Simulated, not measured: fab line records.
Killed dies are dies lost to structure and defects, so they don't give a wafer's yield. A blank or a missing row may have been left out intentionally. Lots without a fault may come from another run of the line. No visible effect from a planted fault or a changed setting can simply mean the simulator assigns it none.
Commonality check across tools | flow nand harc | Sampled: 14 lots, 48 wafers

## WHAT PROMPTED THE OPENING
At NHARC_A_ONON_D1_THK_MEAS_14 the reading thk nm is flagged on 2 of 14 lots. Fault-free wafers read 1001 nm, with a standard deviation of 10.
Rule: a lot is flagged when every wafer of it that has a number lies more than 4 standard deviations from that mean, or none has a number. The other lots count as sound.

lot  | measured     | on            | thk nm (nm), wafer by wafer   | flag
L717 | day 7 15:05  | film metro-01 | 1000 1000 1001                |
L718 | day 7 22:05  | film metro-01 | 993 992 993                   |
L719 | day 8 05:48  | film metro-02 | 981 981 980                   |
L722 | day 8 23:23  | film metro-02 | 993 992 991                   |
L721 | day 8 23:25  | film metro-01 | 997 996 997                   |
L725 | day 9 11:32  | film metro-02 | 998 1000 1001                 |
L724 | day 9 11:40  | film metro-01 | 1008 1010 1010                |
L727 | day 10 04:34 | film metro-01 | 1004 1007 1005                |
L729 | day 10 21:13 | film metro-02 | 1027 1027 1026                |
L732 | day 11 19:45 | film metro-01 | 1459 1457 1456 1459 1457 1458 | FLAGGED
L737 | day 12 15:26 | film metro-01 | 1458 1459 1458 1457 1458 1457 | FLAGGED
L736 | day 12 15:38 | film metro-01 | 999 1002 1002                 |
L738 | day 13 07:56 | film metro-02 | 994 995 994                   |
L739 | day 13 07:56 | film metro-02 | 997 998 998                   |
Average over the flagged lots: 1458 nm; offset from the usual +457 nm, equal to +46 standard deviations.

## WHICH TOOL RAN EACH LOT
Before the reading, the record contains 2 process steps out of a 1159-step route. Every cell lists first the tool, next ch and the chambers used by the sampled wafers, and last the start.
lot  | flag    | NHARC_A_ZERO_WELL_RTA_16         | NHARC_A_ONON_D1_DEP_12
L717 |         | rtp anneal-01 ch 0, day 6 16:11  | pecvd onon-01 ch 0, day 7 14:35
L718 |         | rtp anneal-01 ch 0, day 6 22:28  | pecvd onon-01 ch 0, day 7 21:35
L719 |         | rtp anneal-02 ch 0, day 7 05:48  | pecvd onon-01 ch 0, day 8 05:23
L722 |         | rtp anneal-02 ch 0, day 8 01:24  | pecvd onon-02 ch 0, day 8 22:52
L721 |         | rtp anneal-02 ch 0, day 7 23:29  | pecvd onon-01 ch 0, day 8 23:01
L725 |         | rtp anneal-01 ch 0, day 8 14:52  | pecvd onon-03 ch 0, day 9 11:04
L724 |         | rtp anneal-01 ch 0, day 8 12:55  | pecvd onon-02 ch 0, day 9 11:10
L727 |         | rtp anneal-02 ch 0, day 9 06:11  | pecvd onon-01 ch 0, day 10 04:03
L729 |         | rtp anneal-02 ch 0, day 9 21:32  | pecvd onon-03 ch 0, day 10 20:43
L732 | FLAGGED | rtp anneal-02 ch 0, day 10 19:54 | pecvd onon-02 ch 0, day 11 19:18
L737 | FLAGGED | rtp anneal-01 ch 0, day 11 15:19 | pecvd onon-02 ch 0, day 12 15:02
L736 |         | rtp anneal-02 ch 0, day 11 14:40 | pecvd onon-03 ch 0, day 12 15:15
L738 |         | rtp anneal-02 ch 0, day 12 05:19 | pecvd onon-03 ch 0, day 13 07:25
L739 |         | rtp anneal-02 ch 0, day 12 06:16 | pecvd onon-01 ch 0, day 13 07:26
What these steps do:
- NHARC_A_ZERO_WELL_RTA_16: time 10 s.
- NHARC_A_ONON_D1_DEP_12: target thk 1000 nm.
- NHARC_A_ONON_D1_THK_MEAS_14: measures by ellipsometry.

## FLAGGED OVER TOTAL, TOOL BY TOOL (the gauges that took the reading come last)
step                        | tool          | lots run | flagged | share of the flagged lots | sound lots run after its first flagged lot
NHARC_A_ZERO_WELL_RTA_16    | rtp anneal-01 | 5        | 1       | some                      | 0
NHARC_A_ZERO_WELL_RTA_16    | rtp anneal-02 | 9        | 1       | some                      | 3 (L736,L738,L739)
NHARC_A_ONON_D1_DEP_12      | pecvd onon-01 | 6        | 0       | none                      | -
NHARC_A_ONON_D1_DEP_12      | pecvd onon-02 | 4        | 2       | all                       | 0
NHARC_A_ONON_D1_DEP_12      | pecvd onon-03 | 4        | 0       | none                      | -
NHARC_A_ONON_D1_THK_MEAS_14 | film metro-01 | 8        | 2       | all                       | 1 (L736)
NHARC_A_ONON_D1_THK_MEAS_14 | film metro-02 | 6        | 0       | none                      | -

## THE TABLE: WHAT IT ALLOWS
Every flagged lot went through 2 rows of the table: pecvd onon-02 at NHARC_A_ONON_D1_DEP_12 and film metro-01 at NHARC_A_ONON_D1_THK_MEAS_14.
- pecvd onon-02 at NHARC_A_ONON_D1_DEP_12: 2 of its 4 lots flagged. A fault beginning between L724 (day 9 11:10), its last sound lot, and L732 (day 11 19:18), its first flagged one, fits the data.
- film metro-01 at NHARC_A_ONON_D1_THK_MEAS_14: 2 of its 8 lots flagged. Sound lots followed the first flagged one (L736) on it, something a lasting fault affecting the whole tool could not allow.
What remains is a single tool, pecvd onon-02 at NHARC_A_ONON_D1_DEP_12.

## WHAT THE SIMULATOR PUT IN
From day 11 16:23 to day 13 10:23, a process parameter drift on pecvd onon-02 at NHARC_A_ONON_D1_DEP_12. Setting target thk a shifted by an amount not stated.
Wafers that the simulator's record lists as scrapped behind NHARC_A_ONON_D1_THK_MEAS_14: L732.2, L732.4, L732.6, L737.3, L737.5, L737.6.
Struck lots among those shown: L732, L737. The rule above found the same.
